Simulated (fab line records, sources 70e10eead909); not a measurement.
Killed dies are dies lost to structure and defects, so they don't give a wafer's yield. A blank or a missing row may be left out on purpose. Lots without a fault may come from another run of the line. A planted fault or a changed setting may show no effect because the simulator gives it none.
Chamber matching | flow nand_harc | NHARC_THIN_TSV_DEP_47 on pecvd-02: 3 sister chambers
The step deposits SiO2, target thk 200 nm. 3 wafers are shown with their chamber, then 7 later ones without.

WAFERS WITH THEIR CHAMBER
wafer  | chamber | throttle_valve_pct (%)
L521.4 | 1       | 16.6
L526.3 | 0       | 15.5
L526.5 | 2       | 15.1

WAFERS WITHOUT THEIR CHAMBER
wafer  | throttle_valve_pct (%)
L526.6 | 16.4
L530.2 | 16.4
L530.5 | 14.6
L530.6 | 16.0
L534.4 | 14.6
L534.5 | 16.1
L534.6 | 16.0

WHICH CHAMBER EACH WENT THROUGH
wafer  | from the rows above          | in truth
L526.6 | can't be placed: 1 or 0      | 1
L530.2 | can't be placed: 1 or 0      | 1
L530.5 | can't be placed: 2 or 0      | 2
L530.6 | can't be placed: 0 or 1 or 2 | 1
L534.4 | can't be placed: 2 or 0      | 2
L534.5 | can't be placed: 1 or 0 or 2 | 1
L534.6 | can't be placed: 0 or 1 or 2 | 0
Placed correctly: 0 of 7. Can't be placed from these rows: 7 (the true chamber is among the candidates in 7). Placed wrongly: 0.
How it was worked out, from the rows above alone: a wafer's distance from a chamber is the root of the sum, over the readings, of the square of ((its reading less the chamber's mean) divided by the reading's scatter). The wafer belongs to the nearest chamber; if the next one is less than 2 further off, it can't be placed. A chamber's mean is the mean of its shown wafers. The scatter: with one shown wafer a chamber, the root of the mean of the squares of how far each hidden wafer lies from its nearest shown one.
